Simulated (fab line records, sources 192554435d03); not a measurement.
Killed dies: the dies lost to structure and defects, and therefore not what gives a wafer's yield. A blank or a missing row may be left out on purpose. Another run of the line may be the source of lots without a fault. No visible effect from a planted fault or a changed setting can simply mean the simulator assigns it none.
A lot that was struck, set against a sound lot	flow n5_finfet	15 steps out of a route of 1938
Sound: these wafers, L156.2, L156.3, L156.6. Struck: wafers L172.1, L172.5, L172.6. The cause comes at the end.
Each step with rows lists, per side, the tool, then ch with its chambers, then its first start. Under that, the readings that differ: sound wafers	struck wafers	difference of the means	sigmas: that difference in standard deviations of wafers without a fault.
alike: same words and numbers on both sides, and readings whose means sit less than 2 such deviations apart. not compared: any withheld reading, any reading some wafer has no value for, any bound like >300 that may hide the same value, and any number with overlapping values for which the record gives no deviation.
Wherever a step has rows on one side only, a row that says differs or no value, or a row with sigmas, the two part there. Numbers that have no deviation but don't overlap get no sigmas and don't part them. A reading missing from all wafers of one side parts the sides only when that side holds two or more wafers.

N5_BEOL_M3_ANNEAL_87: time 240 s.
  sound on pvd_sputter-01 at day 7 06:26; struck on pvd_sputter-01 at day 11 17:25
  alike: heater_power_w
then, 1 step without rows for these wafers: N5_BEOL_M3_SPUTTER_88 (material Cu, target thk 4.5 nm, time 8.29 s).
N5_BEOL_M3_ANNEAL_89: time 240 s.
  sound on pvd_sputter-01 at day 7 06:39; struck on pvd_sputter-01 at day 11 17:38
  alike: heater_power_w
then, 4 steps without rows for these wafers: N5_BEOL_M3_SPUTTER_90 (material Cu, target thk 4.5 nm, time 8.29 s); N5_BEOL_M3_ANNEAL_91 (time 240 s); N5_BEOL_M3_SPUTTER_92 (material Cu, target thk 4.5 nm, time 8.29 s); N5_BEOL_M3_ANNEAL_93 (time 240 s).
N5_BEOL_M3_SPUTTER_94: material Cu, target thk 4.5 nm, time 8.29 s.
  sound on pvd_sputter-01 at day 7 07:14; struck on pvd_sputter-01 at day 11 18:13
  alike: throttle_valve_pct
N5_BEOL_M3_ANNEAL_95: time 240 s.
  sound on pvd_sputter-01 at day 7 07:19; struck on pvd_sputter-01 at day 11 18:18
  alike: heater_power_w
N5_BEOL_M3_SPUTTER_96: material Cu, target thk 4.5 nm, time 8.29 s.
  sound on pvd_sputter-01 at day 7 07:27; struck on pvd_sputter-01 at day 11 18:26
  alike: throttle_valve_pct
then, 2 steps without rows for these wafers: N5_BEOL_M3_ECD_50 (material Cu, target thk 300 nm); N5_BEOL_M3_ANNEAL_51 (time 90 s).
N5_BEOL_M3_CMP_52: polishes, stops on SiOC, t overpolish 6.8 s, target thk 40 nm.
  sound on cmp-03 ch 0,2,3, day 7 07:59; struck on cmp-03 ch 0,1,3, day 11 19:02
reading	sound	struck	difference	sigmas
barrier_field_endpoint_s (s)	24.2 24.6 24.2	30.4 31.3 31.5	+6.7	+13
time_to_endpoint_s (s)	57.1 59.5 57.5	81.3 81.5 80.5	+23.1	+10
  alike: motor_current_A, overpolish_run_s, slurry_flow_ml_min
N5_BEOL_M4_RC_MEAS_101:
  sound on prober-02 ch 0, day 7 20:58; struck on prober-02 ch 0, day 12 08:45
  alike: DIBL_N, DIBL_P, IOFF_N, IOFF_P, ION_N, ION_P, SS_N, SS_P, VT_N, VT_P
-- the record jumps here: 4 days lie between the struck wafers' starts before and after (it left off in module BEOL_M4 and takes up again in module PASSIVATION, whose first step shown is number 1936 of the route) --
N5_PASSIVATION_PROBE_49:
  sound on prober-02 at day 12 10:04; struck on prober-02 at day 16 14:44
reading	sound	struck	difference	sigmas
defect_limited_yield (%)	91.5 93.3 88.8	75.5 91.6 91.2	-5.1	-4
killed_at_M0_to_M3	32 18 36	226 39 47	+75	+7
killed_at_other	14 4 6	2 3 3	-5	-2
killed_dies	100 79 132	289 99 104	+60	+4
sort_n_pass	1080 1101 1048	891 1081 1076	-60	-4
sort_yield_pct (%)	91.5 93.3 88.8	75.5 91.6 91.2	-5.1	-4
  alike: killed_at_M4_up, killed_at_contacts, killed_at_front_end, killed_open, killed_short, sort_bin_5_function, sort_bin_6_memory

WHERE THEY PART
Last at N5_PASSIVATION_PROBE_49 as far as this record goes, first at N5_BEOL_M3_CMP_52.

WHY: what the simulator had put in
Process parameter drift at N5_BEOL_M3_CMP_52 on cmp-03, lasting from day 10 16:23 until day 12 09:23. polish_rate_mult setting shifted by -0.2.
